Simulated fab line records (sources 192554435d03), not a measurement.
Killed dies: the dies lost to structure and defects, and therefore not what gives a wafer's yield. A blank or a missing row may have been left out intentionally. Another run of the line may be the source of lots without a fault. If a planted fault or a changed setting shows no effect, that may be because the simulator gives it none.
fab line records || flow n5-finfet || part 2 of 2: steps 9 to 9 of 9
record: {"lots": 7, "wafers": 21, "last-day": 17}
route steps=1938 shown BEOL_M9@1436 BEOL_M15@1830 PASSIVATION@1936
lots that met no fault: taken from a fault-free run of the same line
start-h: hours from the record's opening day to when the first of the lot's shown wafers began || wait-h: hours from the lot's prior step to this one || " identical to the entry in the row above || L1.1+2: a row that stands for several wafers || - no value, or no start was given || * or withheld: withheld || < > ~ a bound
route shown NAME@n: NAME is a module with steps in the file, n the number in the route of the first one || usual: mean and standard deviation over wafers with no fault || same: alike in all rows || chamber/n: place in a boat || sites: the reading at each site || _std_site: the standard deviation of these || _edge_site: outer sites' mean less inner sites' || radius-mm: for every site, how far away it sits from the centre of the wafer || mask NAME#n: copy n || behind: the tool/chamber that last shaped the wafer || hold: cause of the lot's hold/its duration in hours/its outcome || device: whichever transistor did not switch (one of n, p or np) || end of line: the same wafers' tests at the end of the route || where a step has no rows: the recipe by itself || killed: the dies lost at the first sort to structure and to defects; this is not the yield of the wafer || map: shows each die of a wafer: x if killed, . if not, _ if none is there
set.NAME: the run value of the setting; set.NAME@STEP: its run value at that earlier step || model.NAME: the simulator's own value behind a step, which no gauge read
a sample of lots followed through the steps of the route, with each step as a table and each wafer as a row
services: a tool's chamber out of use, with start hour (start-h, from the record's first day; less than 0 if before it), hours out, and reason
== steps ==
step: N5_PASSIVATION_PROBE_49
usual: {"defect-limited-yield": "91.1/1.4", "killed_at_M0_to_M3": "35/8.7", "killed_at_M4_up": "14/5.3", "killed-at-contacts": "12/6.2", "killed-at-front-end": "41/12", "killed-at-other": "3.4/2.6", "killed-dies": "105/16", "killed-open": "67/13", "killed-short": "36/7.3", "sort_bin_5_function": "5.2/0.96", "sort_bin_6_memory": "3.3/0.6", "sort-n-pass": "1075/16", "sort-yield-pct": "91.1/1.4"}
same: {"gross-dies": 1180, "killed-at-back-side": 0, "sort_bin_4_leakage[%]": 0, "sort_bin_8_speed[%]": 0}
{"lot.wafer": "L560.1", "tool": "prober-01", "chamber": "-", "start-h": 305.14, "wait-h": 0.0, "defect-limited-yield[%]": 88.5, "killed_at_M0_to_M3": 46, "killed_at_M4_up": 11, "killed-at-contacts": 5, "killed-at-front-end": 69, "killed-at-other": 5, "killed-dies": 136, "killed-open": 83, "killed-short": 52, "sort_bin_5_function[%]": 7.5, "sort_bin_6_memory[%]": 3.6, "sort-n-pass": 1044, "sort-yield-pct[%]": 88.5}
{"lot.wafer": "L560.3", "tool": "prober-01", "chamber": "-", "start-h": 305.24, "wait-h": 0.1, "defect-limited-yield[%]": 91.2, "killed_at_M0_to_M3": 42, "killed_at_M4_up": 8, "killed-at-contacts": 6, "killed-at-front-end": 47, "killed-at-other": 1, "killed-dies": 104, "killed-open": 69, "killed-short": 35, "sort_bin_5_function[%]": 5.6, "sort_bin_6_memory[%]": 3.0, "sort-n-pass": 1076, "sort-yield-pct[%]": 91.2}
{"lot.wafer": "L560.4", "tool": "prober-01", "chamber": "-", "start-h": 305.29, "wait-h": 0.2, "defect-limited-yield[%]": 90.0, "killed_at_M0_to_M3": 32, "killed_at_M4_up": 12, "killed-at-contacts": 8, "killed-at-front-end": 66, "killed-at-other": 0, "killed-dies": 118, "killed-open": 67, "killed-short": 46, "sort_bin_5_function[%]": 6.3, "sort_bin_6_memory[%]": 3.1, "sort-n-pass": 1062, "sort-yield-pct[%]": 90.0}
{"lot.wafer": "L563.1", "tool": "prober-02", "chamber": "-", "start-h": 317.92, "wait-h": 0.0, "defect-limited-yield[%]": 88.6, "killed_at_M0_to_M3": 41, "killed_at_M4_up": 24, "killed-at-contacts": 22, "killed-at-front-end": 45, "killed-at-other": 2, "killed-dies": 134, "killed-open": 83, "killed-short": 50, "sort_bin_5_function[%]": 7.2, "sort_bin_6_memory[%]": 3.7, "sort-n-pass": 1046, "sort-yield-pct[%]": 88.6}
{"lot.wafer": "L563.2", "tool": "prober-02", "chamber": "-", "start-h": 317.97, "wait-h": 0.1, "defect-limited-yield[%]": 91.0, "killed_at_M0_to_M3": 36, "killed_at_M4_up": 18, "killed-at-contacts": 18, "killed-at-front-end": 29, "killed-at-other": 5, "killed-dies": 106, "killed-open": 78, "killed-short": 27, "sort_bin_5_function[%]": 5.5, "sort_bin_6_memory[%]": 3.4, "sort-n-pass": 1074, "sort-yield-pct[%]": 91.0}
{"lot.wafer": "L563.6", "tool": "prober-02", "chamber": "-", "start-h": 318.17, "wait-h": 0.3, "defect-limited-yield[%]": 90.3, "killed_at_M0_to_M3": 51, "killed_at_M4_up": 9, "killed-at-contacts": 18, "killed-at-front-end": 37, "killed-at-other": 0, "killed-dies": 115, "killed-open": 69, "killed-short": 46, "sort_bin_5_function[%]": 5.3, "sort_bin_6_memory[%]": 4.1, "sort-n-pass": 1065, "sort-yield-pct[%]": 90.3}
{"lot.wafer": "L569.1", "tool": "prober-02", "chamber": "-", "start-h": 368.30, "wait-h": 0.0, "defect-limited-yield[%]": 90.6, "killed_at_M0_to_M3": 33, "killed_at_M4_up": 16, "killed-at-contacts": 16, "killed-at-front-end": 44, "killed-at-other": 2, "killed-dies": 111, "killed-open": 79, "killed-short": 31, "sort_bin_5_function[%]": 5.7, "sort_bin_6_memory[%]": 3.3, "sort-n-pass": 1069, "sort-yield-pct[%]": 90.6}
{"lot.wafer": "L569.4", "tool": "prober-02", "chamber": "-", "start-h": 368.45, "wait-h": 0.2, "defect-limited-yield[%]": 91.8, "killed_at_M0_to_M3": 36, "killed_at_M4_up": 14, "killed-at-contacts": 8, "killed-at-front-end": 39, "killed-at-other": 0, "killed-dies": 97, "killed-open": 53, "killed-short": 43, "sort_bin_5_function[%]": 5.3, "sort_bin_6_memory[%]": 2.7, "sort-n-pass": 1083, "sort-yield-pct[%]": 91.8}
{"lot.wafer": "L569.6", "tool": "prober-02", "chamber": "-", "start-h": 368.55, "wait-h": 0.3, "defect-limited-yield[%]": 91.7, "killed_at_M0_to_M3": 24, "killed_at_M4_up": 26, "killed-at-contacts": 8, "killed-at-front-end": 37, "killed-at-other": 3, "killed-dies": 98, "killed-open": 66, "killed-short": 29, "sort_bin_5_function[%]": 5.0, "sort_bin_6_memory[%]": 2.9, "sort-n-pass": 1082, "sort-yield-pct[%]": 91.7}
{"lot.wafer": "L572.1", "tool": "prober-02", "chamber": "-", "start-h": 385.48, "wait-h": 0.0, "defect-limited-yield[%]": 90.8, "killed_at_M0_to_M3": 41, "killed_at_M4_up": 17, "killed-at-contacts": 10, "killed-at-front-end": 37, "killed-at-other": 3, "killed-dies": 108, "killed-open": 67, "killed-short": 40, "sort_bin_5_function[%]": 4.6, "sort_bin_6_memory[%]": 4.3, "sort-n-pass": 1072, "sort-yield-pct[%]": 90.8}
{"lot.wafer": "L572.3", "tool": "prober-02", "chamber": "-", "start-h": 385.58, "wait-h": 0.1, "defect-limited-yield[%]": 90.8, "killed_at_M0_to_M3": 30, "killed_at_M4_up": 14, "killed-at-contacts": 16, "killed-at-front-end": 41, "killed-at-other": 8, "killed-dies": 109, "killed-open": 63, "killed-short": 42, "sort_bin_5_function[%]": 5.5, "sort_bin_6_memory[%]": 3.1, "sort-n-pass": 1071, "sort-yield-pct[%]": 90.8}
{"lot.wafer": "L572.6", "tool": "prober-02", "chamber": "-", "start-h": 385.73, "wait-h": 0.3, "defect-limited-yield[%]": 93.1, "killed_at_M0_to_M3": 18, "killed_at_M4_up": 14, "killed-at-contacts": 8, "killed-at-front-end": 33, "killed-at-other": 8, "killed-dies": 81, "killed-open": 54, "killed-short": 25, "sort_bin_5_function[%]": 3.9, "sort_bin_6_memory[%]": 2.3, "sort-n-pass": 1099, "sort-yield-pct[%]": 93.1}
{"lot.wafer": "L574.1", "tool": "prober-01", "chamber": "-", "start-h": 398.14, "wait-h": 0.0, "defect-limited-yield[%]": 90.5, "killed_at_M0_to_M3": 33, "killed_at_M4_up": 23, "killed-at-contacts": 20, "killed-at-front-end": 32, "killed-at-other": 4, "killed-dies": 112, "killed-open": 72, "killed-short": 40, "sort_bin_5_function[%]": 5.3, "sort_bin_6_memory[%]": 3.9, "sort-n-pass": 1068, "sort-yield-pct[%]": 90.5}
{"lot.wafer": "L574.2", "tool": "prober-01", "chamber": "-", "start-h": 398.19, "wait-h": 0.1, "defect-limited-yield[%]": 88.1, "killed_at_M0_to_M3": 54, "killed_at_M4_up": 15, "killed-at-contacts": 15, "killed-at-front-end": 53, "killed-at-other": 3, "killed-dies": 140, "killed-open": 99, "killed-short": 41, "sort_bin_5_function[%]": 6.9, "sort_bin_6_memory[%]": 4.5, "sort-n-pass": 1040, "sort-yield-pct[%]": 88.1}
{"lot.wafer": "L574.3", "tool": "prober-01", "chamber": "-", "start-h": 398.24, "wait-h": 0.1, "defect-limited-yield[%]": 91.5, "killed_at_M0_to_M3": 37, "killed_at_M4_up": 16, "killed-at-contacts": 19, "killed-at-front-end": 25, "killed-at-other": 3, "killed-dies": 100, "killed-open": 69, "killed-short": 30, "sort_bin_5_function[%]": 5.4, "sort_bin_6_memory[%]": 3.0, "sort-n-pass": 1080, "sort-yield-pct[%]": 91.5}
{"lot.wafer": "L575.2", "tool": "prober-01", "chamber": "-", "start-h": 402.41, "wait-h": 0.1, "defect-limited-yield[%]": 91.4, "killed_at_M0_to_M3": 46, "killed_at_M4_up": 9, "killed-at-contacts": 9, "killed-at-front-end": 32, "killed-at-other": 5, "killed-dies": 101, "killed-open": 58, "killed-short": 40, "sort_bin_5_function[%]": 4.9, "sort_bin_6_memory[%]": 3.3, "sort-n-pass": 1079, "sort-yield-pct[%]": 91.4}
{"lot.wafer": "L575.3", "tool": "prober-01", "chamber": "-", "start-h": 402.46, "wait-h": 0.1, "defect-limited-yield[%]": 91.1, "killed_at_M0_to_M3": 45, "killed_at_M4_up": 18, "killed-at-contacts": 10, "killed-at-front-end": 26, "killed-at-other": 6, "killed-dies": 105, "killed-open": 72, "killed-short": 31, "sort_bin_5_function[%]": 5.0, "sort_bin_6_memory[%]": 3.3, "sort-n-pass": 1075, "sort-yield-pct[%]": 91.1}
{"lot.wafer": "L575.6", "tool": "prober-01", "chamber": "-", "start-h": 402.61, "wait-h": 0.3, "defect-limited-yield[%]": 90.6, "killed_at_M0_to_M3": 49, "killed_at_M4_up": 14, "killed-at-contacts": 9, "killed-at-front-end": 31, "killed-at-other": 8, "killed-dies": 111, "killed-open": 62, "killed-short": 46, "sort_bin_5_function[%]": 5.8, "sort_bin_6_memory[%]": 3.6, "sort-n-pass": 1069, "sort-yield-pct[%]": 90.6}
{"lot.wafer": "L576.1", "tool": "prober-02", "chamber": "-", "start-h": 413.60, "wait-h": 0.0, "defect-limited-yield[%]": 91.3, "killed_at_M0_to_M3": 37, "killed_at_M4_up": 8, "killed-at-contacts": 14, "killed-at-front-end": 42, "killed-at-other": 2, "killed-dies": 103, "killed-open": 70, "killed-short": 32, "sort_bin_5_function[%]": 5.2, "sort_bin_6_memory[%]": 3.5, "sort-n-pass": 1077, "sort-yield-pct[%]": 91.3}
{"lot.wafer": "L576.3", "tool": "prober-02", "chamber": "-", "start-h": 413.70, "wait-h": 0.1, "defect-limited-yield[%]": 91.4, "killed_at_M0_to_M3": 35, "killed_at_M4_up": 11, "killed-at-contacts": 13, "killed-at-front-end": 39, "killed-at-other": 4, "killed-dies": 102, "killed-open": 59, "killed-short": 40, "sort_bin_5_function[%]": 5.2, "sort_bin_6_memory[%]": 3.1, "sort-n-pass": 1078, "sort-yield-pct[%]": 91.4}
{"lot.wafer": "L576.5", "tool": "prober-02", "chamber": "-", "start-h": 413.80, "wait-h": 0.2, "defect-limited-yield[%]": 90.4, "killed_at_M0_to_M3": 49, "killed_at_M4_up": 21, "killed-at-contacts": 7, "killed-at-front-end": 33, "killed-at-other": 3, "killed-dies": 113, "killed-open": 70, "killed-short": 42, "sort_bin_5_function[%]": 6.6, "sort_bin_6_memory[%]": 2.9, "sort-n-pass": 1067, "sort-yield-pct[%]": 90.4}
killed by level:class
L560.1 FIN_SAQP:geometric-particle:open=20 FIN_SAQP:geometric-particle:short=15 BEOL_M1:geometric-particle:open=12 BEOL_M0_SAQP:geometric-particle:short=11 BEOL_M0_SAQP:geometric-particle:open=8 STI_FIN_REVEAL:geometric-particle:open=6 DUMMY_GATE:geometric-particle:open=6 BEOL_M1:geometric-particle:short=5
L560.3 FIN_SAQP:geometric-particle:open=14 BEOL_M0_SAQP:geometric-particle:open=10 STI_FIN_REVEAL:geometric-particle:open=9 BEOL_M0_SAQP:geometric-particle:short=9 BEOL_M1:geometric-particle:open=8 BEOL_M1:geometric-particle:short=6 FIN_SAQP:geometric-particle:short=5 BEOL_M2:geometric-particle:open=5
L560.4 FIN_SAQP:geometric-particle:open=17 BEOL_M0_SAQP:geometric-particle:open=15 FIN_SAQP:geometric-particle:short=14 GATE_CUT:geometric-particle:short=11 BEOL_M0_SAQP:geometric-particle:short=8 STI_FIN_REVEAL:geometric-particle:open=6 GATE_CUT:geometric-particle:open=6 MOL_CONTACT_COAG:geometric-particle:open=6
L563.1 MOL_CONTACT_COAG:geometric-particle:open=15 FIN_SAQP:geometric-particle:short=13 BEOL_M4:geometric-particle:open=12 BEOL_M0_SAQP:geometric-particle:open=9 BEOL_M3:geometric-particle:open=9 GATE_CUT:geometric-particle:short=7 MOL_CONTACT_COAG:geometric-particle:short=7 BEOL_M0_SAQP:geometric-particle:short=7
L563.2 FIN_SAQP:geometric-particle:open=13 BEOL_M4:geometric-particle:open=12 MOL_CONTACT_COAG:geometric-particle:open=12 BEOL_M0_SAQP:geometric-particle:open=9 BEOL_M1:geometric-particle:open=7 BEOL_M3:geometric-particle:open=7 MOL_CONTACT_COAG:geometric-particle:short=6 BEOL_M2:geometric-particle:open=6
L563.6 BEOL_M0_SAQP:geometric-particle:short=18 MOL_CONTACT_COAG:geometric-particle:open=11 BEOL_M0_SAQP:geometric-particle:open=10 FIN_SAQP:geometric-particle:open=8 MOL_CONTACT_COAG:geometric-particle:short=7 BEOL_M4:geometric-particle:open=7 FIN_SAQP:geometric-particle:short=5 DUMMY_GATE:geometric-particle:open=5
L569.1 MOL_CONTACT_COAG:geometric-particle:open=16 STI_FIN_REVEAL:geometric-particle:open=12 BEOL_M3:geometric-particle:open=11 FIN_SAQP:geometric-particle:short=6 BEOL_M0_SAQP:geometric-particle:short=6 FIN_SAQP:geometric-particle:open=5 BEOL_M4:geometric-particle:open=5 GATE_CUT:geometric-particle:open=5
L569.4 BEOL_M0_SAQP:geometric-particle:short=10 BEOL_M4:geometric-particle:open=10 BEOL_M3:geometric-particle:short=9 BEOL_M0_SAQP:geometric-particle:open=8 STI_FIN_REVEAL:geometric-particle:open=7 MOL_CONTACT_COAG:geometric-particle:open=5 FIN_SAQP:geometric-particle:short=4 DUMMY_GATE:geometric-particle:open=4
L569.6 BEOL_M4:geometric-particle:open=14 STI_FIN_REVEAL:geometric-particle:open=8 MOL_CONTACT_COAG:geometric-particle:open=7 BEOL_M3:geometric-particle:open=6 BEOL_M0:geometric-particle:open=6 DUMMY_GATE:geometric-particle:open=5 FIN_SAQP:geometric-particle:short=4 GATE_CUT:geometric-particle:short=4
L572.1 BEOL_M0_SAQP:geometric-particle:open=11 BEOL_M0_SAQP:geometric-particle:short=9 STI_FIN_REVEAL:geometric-particle:open=8 FIN_SAQP:geometric-particle:short=7 MOL_CONTACT_COAG:geometric-particle:open=7 BEOL_M2:geometric-particle:open=7 FIN_SAQP:geometric-particle:open=5 STARTING-WAFER:geometric-particle:open=5
L572.3 MOL_CONTACT_COAG:geometric-particle:open=11 BEOL_M0_SAQP:geometric-particle:short=10 FIN_SAQP:geometric-particle:short=8 STI_FIN_REVEAL:geometric-particle:open=7 FIN_SAQP:geometric-particle:open=6 BEOL_M1:geometric-particle:open=6 GATE_CUT:geometric-particle:short=5 MOL_CONTACT_COAG:geometric-particle:short=5
L572.6 FIN_SAQP:geometric-particle:open=11 MOL_CONTACT_COAG:geometric-particle:open=6 BEOL_M0_SAQP:geometric-particle:open=5 BEOL_M4:geometric-particle:open=5 FIN_SAQP:geometric-particle:short=4 BEOL_M5:geometric-particle:open=4 GATE_CUT:geometric-particle:open=4 GATE_CUT:geometric-particle:short=4
L574.1 MOL_CONTACT_COAG:geometric-particle:open=17 BEOL_M4:geometric-particle:open=17 BEOL_M0_SAQP:geometric-particle:short=11 FIN_SAQP:geometric-particle:short=6 BEOL_M0_SAQP:geometric-particle:open=6 BEOL_M3:geometric-particle:open=5 STI_FIN_REVEAL:geometric-particle:open=4 ILD0:geometric-particle:short=4
L574.2 STI_FIN_REVEAL:geometric-particle:open=20 BEOL_M0_SAQP:geometric-particle:open=17 MOL_CONTACT_COAG:geometric-particle:open=14 BEOL_M0_SAQP:geometric-particle:short=14 BEOL_M3:geometric-particle:open=11 STI_FIN_REVEAL:geometric-particle:short=7 BEOL_M2:geometric-particle:open=6 BEOL_M4:geometric-particle:open=6
L574.3 MOL_CONTACT_COAG:geometric-particle:open=14 BEOL_M0_SAQP:geometric-particle:open=11 BEOL_M0_SAQP:geometric-particle:short=10 BEOL_M3:geometric-particle:open=9 STI_FIN_REVEAL:geometric-particle:open=8 BEOL_M4:geometric-particle:open=7 FIN_SAQP:geometric-particle:open=5 BEOL_M2:geometric-particle:open=5
L575.2 BEOL_M3:geometric-particle:open=11 MOL_CONTACT_COAG:geometric-particle:open=8 STI_FIN_REVEAL:geometric-particle:open=6 GATE_CUT:geometric-particle:short=6 BEOL_M0_SAQP:geometric-particle:open=6 FIN_SAQP:geometric-particle:open=5 BEOL_M1:geometric-particle:open=5 BEOL_M1:geometric-particle:short=4
L575.3 BEOL_M0_SAQP:geometric-particle:open=9 BEOL_M0_SAQP:geometric-particle:short=9 MOL_CONTACT_COAG:geometric-particle:open=8 FIN_SAQP:geometric-particle:open=7 BEOL_M1:geometric-particle:open=7 BEOL_M2:geometric-particle:open=7 BEOL_M4:geometric-particle:open=6 BEOL_M3:geometric-particle:open=5
L575.6 BEOL_M0_SAQP:geometric-particle:open=16 BEOL_M0_SAQP:geometric-particle:short=11 FIN_SAQP:geometric-particle:short=9 DUMMY_GATE:geometric-particle:open=8 MOL_CONTACT_COAG:geometric-particle:open=6 BEOL_M5:geometric-particle:open=6 BEOL_M3:geometric-particle:open=5 STI_FIN_REVEAL:geometric-particle:open=4
L576.1 BEOL_M0_SAQP:geometric-particle:open=15 MOL_CONTACT_COAG:geometric-particle:open=11 FIN_SAQP:geometric-particle:short=8 STI_FIN_REVEAL:geometric-particle:open=8 BEOL_M0_SAQP:geometric-particle:short=8 FIN_SAQP:geometric-particle:open=7 BEOL_M3:geometric-particle:open=6 STARTING-WAFER:geometric-particle:short=5
L576.3 BEOL_M0_SAQP:geometric-particle:open=15 STI_FIN_REVEAL:geometric-particle:open=11 BEOL_M0_SAQP:geometric-particle:short=9 MOL_CONTACT_COAG:geometric-particle:short=8 MOL_CONTACT_COAG:geometric-particle:open=5 BEOL_M2:geometric-particle:open=5 FIN_SAQP:geometric-particle:short=4 STI_FIN_REVEAL:geometric-particle:short=4
L576.5 BEOL_M0_SAQP:geometric-particle:open=20 BEOL_M0_SAQP:geometric-particle:short=19 STI_FIN_REVEAL:geometric-particle:open=8 FIN_SAQP:geometric-particle:open=6 MOL_CONTACT_COAG:geometric-particle:open=5 FIN_SAQP:geometric-particle:short=4 BEOL_M4:geometric-particle:open=4 BEOL_M4:geometric-particle:short=4
== services ==
{"tool": "rie-diel-05", "chamber": 2, "start-h": 219.60, "hours": "-", "kind": "clean"}
{"tool": "rie-diel-05", "chamber": 2, "start-h": 219.60, "hours": "-", "kind": "consumable-replace:focus-ring"}
{"tool": "rie-diel-05", "chamber": 2, "start-h": 219.60, "hours": 16.4, "kind": "scheduled-down"}
{"tool": "rie-diel-05", "chamber": 2, "start-h": 219.60, "hours": 16.4, "kind": "vent-cycle"}
{"tool": "rie-diel-05", "chamber": 3, "start-h": 240.96, "hours": 8.6, "kind": "repair"}
{"tool": "rie-diel-05", "chamber": 2, "start-h": 283.44, "hours": 5.7, "kind": "repair"}
{"tool": "rie-diel-03", "chamber": 1, "start-h": 291.24, "hours": 4.8, "kind": "repair"}
{"tool": "rie-diel-03", "chamber": "-", "start-h": 296.14, "hours": 0.2, "kind": "repair"}
{"tool": "rie-diel-06", "chamber": "-", "start-h": 307.82, "hours": 0.2, "kind": "repair"}
{"tool": "rie-diel-03", "chamber": 1, "start-h": 340.61, "hours": "-", "kind": "clean"}
{"tool": "rie-diel-03", "chamber": 1, "start-h": 340.61, "hours": "-", "kind": "consumable-replace:focus-ring"}
{"tool": "rie-diel-03", "chamber": 1, "start-h": 340.61, "hours": 18.4, "kind": "scheduled-down"}
{"tool": "rie-diel-03", "chamber": 1, "start-h": 340.61, "hours": 18.4, "kind": "vent-cycle"}
{"tool": "rie-diel-03", "chamber": 0, "start-h": 341.19, "hours": 7.5, "kind": "repair"}
